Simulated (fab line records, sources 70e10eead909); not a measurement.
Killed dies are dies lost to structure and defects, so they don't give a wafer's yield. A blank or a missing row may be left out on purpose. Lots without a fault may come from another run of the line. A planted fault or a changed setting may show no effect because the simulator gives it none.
Which tool did it? | flow nand_harc | 14 lots, 42 wafers sampled, at 5 steps of a route of 1159

WHAT THE GAUGES READ, wafer by wafer
NHARC_A_ZERO_WELL_CD_MEAS_10: target cd 2000 nm. Usual: cd_nm 2000.0 nm, standard deviation 1.8.
lot  | measured     | on        | cd_nm (nm)           | flag
L869 | day 6 22:55  | cd_sem-03 | 2000.2 2000.1 1999.7 |
L870 | day 7 02:11  | cd_sem-03 | 2004.1 2000.0 1999.3 |
L871 | day 7 07:13  | cd_sem-03 | 1997.6 1997.6 2002.3 |
L874 | day 8 01:37  | cd_sem-01 | 2000.4 1998.3 2000.1 |
L873 | day 8 02:25  | cd_sem-02 | 1999.7 1999.0 1999.8 |
L875 | day 8 11:29  | cd_sem-01 | 2001.8 2000.4 1997.4 |
L884 | day 10 20:22 | cd_sem-02 | 2002.3 2003.2 2002.3 |
L886 | day 11 00:19 | cd_sem-03 | 2002.1 1999.1 1999.7 |
L885 | day 11 01:01 | cd_sem-02 | 2002.1 2001.0 2001.5 |
L887 | day 11 11:45 | cd_sem-03 | 2002.5 1998.8 2003.0 |
L888 | day 11 12:29 | cd_sem-01 | 2000.8 2000.4 1999.1 |
L889 | day 11 14:25 | cd_sem-02 | 1999.4 1998.6 1999.8 |
L891 | day 12 05:10 | cd_sem-03 | 2000.4 1998.5 1999.1 |
L890 | day 12 06:25 | cd_sem-01 | 1999.9 1999.8 2002.5 |

NHARC_A_ZERO_WELL_INSPECT_17. Usual: raw_defect_count 12, standard deviation 5.8.
lot  | measured     | on                | raw_defect_count | flag
L869 | day 7 00:26  | defect_inspect-02 | 9 4 14           |
L870 | day 7 03:52  | defect_inspect-01 | 12 10 5          |
L871 | day 7 08:49  | defect_inspect-02 | 7 10 9           |
L874 | day 8 03:05  | defect_inspect-02 | 15 11 10         |
L873 | day 8 03:56  | defect_inspect-01 | 23 22 13         |
L875 | day 8 12:59  | defect_inspect-02 | 16 16 14         |
L884 | day 10 21:50 | defect_inspect-01 | 16 13 16         |
L886 | day 11 01:47 | defect_inspect-02 | 15 5 6           |
L885 | day 11 02:31 | defect_inspect-01 | 10 3 2           |
L887 | day 11 13:14 | defect_inspect-01 | 5 12 11          |
L888 | day 11 14:02 | defect_inspect-01 | 2 7 6            |
L889 | day 11 15:54 | defect_inspect-02 | 18 19 19         |
L891 | day 12 06:38 | defect_inspect-01 | 11 13 13         |
L890 | day 12 07:57 | defect_inspect-01 | 9 6 10           |

NHARC_END_SORT_01. Usual: killed_at_array 27, standard deviation 11; killed_at_other 0.6, standard deviation 1; killed_at_periphery 3.0, standard deviation 2.1; killed_dies 31, standard deviation 12; killed_open 3.2, standard deviation 1.7; killed_short 1.7, standard deviation 1.4.
lot  | measured     | on        | killed_at_array | killed_at_other | killed_at_periphery | killed_dies | killed_open | killed_short | flag
L873 | day 21 17:43 | prober-02 | 675 673 674     | 1 0 1           | 1 4 2               | 677 677 677 | 3 4 3       | 2 2 4        | OFF
L875 | day 21 12:30 | prober-01 | 674 673 673     | 1 0 1           | 2 4 3               | 677 677 677 | 3 4 3       | 2 1 0        | OFF

WHICH TOOL RAN EACH LOT (tool, then ch and the chambers of the sampled wafers, then the start)
lot  | NHARC_P_BONDPAD_ANNEAL_28        | NHARC_A_ZERO_WELL_STRIP_14
L869 | rtp_anneal-02 ch 0, day 6 20:53  | wet_bench-02 ch 1,2,5, day 6 23:28
L870 | rtp_anneal-01 ch 0, day 7 00:05  | wet_bench-02 ch 1,2,5, day 7 02:42
L871 | rtp_anneal-01 ch 0, day 7 05:01  | wet_bench-07 ch 0,2,3, day 7 07:43
L874 | rtp_anneal-01 ch 0, day 7 23:29  | wet_bench-07 ch 0,1,3, day 8 02:09
L873 | rtp_anneal-01 ch 0, day 8 00:13  | wet_bench-07 ch 0,2,7, day 8 02:57
L875 | rtp_anneal-02 ch 0, day 8 09:34  | wet_bench-07 ch 2,5,7, day 8 11:59
L884 | rtp_anneal-01 ch 0, day 10 18:21 | wet_bench-03 ch 0,3,6, day 10 20:53
L886 | rtp_anneal-01 ch 0, day 10 22:14 | wet_bench-07 ch 1,4,5, day 11 00:51
L885 | rtp_anneal-02 ch 0, day 10 22:49 | wet_bench-07 ch 2,3,4, day 11 01:32
L887 | rtp_anneal-02 ch 0, day 11 09:31 | wet_bench-02 ch 0,1,5, day 11 12:16
L888 | rtp_anneal-02 ch 0, day 11 10:25 | wet_bench-03 ch 0,2,3, day 11 13:05
L889 | rtp_anneal-01 ch 0, day 11 12:05 | wet_bench-03 ch 1,3,5, day 11 14:56
L891 | rtp_anneal-02 ch 0, day 12 03:02 | wet_bench-02 ch 0,2,4, day 12 05:41
L890 | rtp_anneal-02 ch 0, day 12 04:17 | wet_bench-07 ch 0,1,4, day 12 06:56
- NHARC_P_BONDPAD_ANNEAL_28: time 90 s.
- NHARC_A_ZERO_WELL_STRIP_14: strips in SPM, time 900 s.

WHAT THE TOOLS THEMSELVES READ (means of the sampled wafers that have a number; where no wafer has one, the mark that the record gives instead)
NHARC_P_BONDPAD_ANNEAL_28. Usual: wafer_temp_C_max 226.35, standard deviation 0.28.
lot  | tool          | wafer_temp_C_max | flag
L869 | rtp_anneal-02 | 226.18           |
L870 | rtp_anneal-01 | 226.06           |
L871 | rtp_anneal-01 | 226.04           |
L874 | rtp_anneal-01 | 226.49           |
L873 | rtp_anneal-01 | 226.32           |
L875 | rtp_anneal-02 | 226.48           |
L884 | rtp_anneal-01 | 226.46           |
L886 | rtp_anneal-01 | 226.05           |
L885 | rtp_anneal-02 | 226.32           |
L887 | rtp_anneal-02 | 226.43           |
L888 | rtp_anneal-02 | 226.53           |
L889 | rtp_anneal-01 | 226.46           |
L891 | rtp_anneal-02 | 226.21           |
L890 | rtp_anneal-02 | 226.49           |

NHARC_A_ZERO_WELL_STRIP_14. Usual: bath_guard_temp_C 130.1 C, standard deviation 0.48; bath_heat_duty_pct 15.1 %, standard deviation 1.8.
lot  | tool         | bath_guard_temp_C (C) | bath_heat_duty_pct (%) | flag
L869 | wet_bench-02 | 130.4                 | 15.8                   |
L870 | wet_bench-02 | 130.2                 | 15.8                   |
L871 | wet_bench-07 | 130.2                 | 14.7                   |
L874 | wet_bench-07 | 130.2                 | 17.1                   |
L873 | wet_bench-07 | -                     | -                      | OFF
L875 | wet_bench-07 | -                     | -                      | OFF
L884 | wet_bench-03 | 130.0                 | 13.2                   |
L886 | wet_bench-07 | 130.1                 | 15.8                   |
L885 | wet_bench-07 | 130.1                 | 14.1                   |
L887 | wet_bench-02 | 130.5                 | 15.0                   |
L888 | wet_bench-03 | 129.6                 | 14.2                   |
L889 | wet_bench-03 | 129.5                 | 13.2                   |
L891 | wet_bench-02 | 129.9                 | 15.9                   |
L890 | wet_bench-07 | 130.1                 | 17.1                   |

THE ANSWER, worked out from the rows above alone
Rule: a lot is off if the mean of its wafers that have a number lies more than 3 standard deviations from the usual mean. A lot without any number at a reading at which 4 lots or more have one is off too. The other lots that the step has rows for count as sound. The gauges are gone through in route order, then the tools' own readings, and for those a lot's mean is taken as printed above. The first step at which some lot is off is used, and at that step the reading that is off furthest; a lot without a number counts as furthest.
Off: L873, L875, at NHARC_END_SORT_01 (killed_at_array). Neither off nor sound, because the step has no rows for them: L869, L870, L871, L874, L884, L886, L885, L887, L888, L889, L891, L890.
A tool fits if, at a process step before that reading, it ran every lot that is off, and no sound lot after the first of them. The gauges at NHARC_END_SORT_01 aren't tried: what is off there is off at NHARC_A_ZERO_WELL_STRIP_14 too, on other tools, and a gauge's error can't cause that. One fits: wet_bench-07 at NHARC_A_ZERO_WELL_STRIP_14. It ran no sound lot before its first lot that is off in this sample, so the start can't be narrowed down.

WHAT THE SIMULATOR HAD PUT IN
Skipped step whole: wet_bench-07, from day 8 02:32 on, at NHARC_A_ZERO_WELL_STRIP_14. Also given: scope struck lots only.
Lots struck among those shown: L873, L875. The rule above found the same.
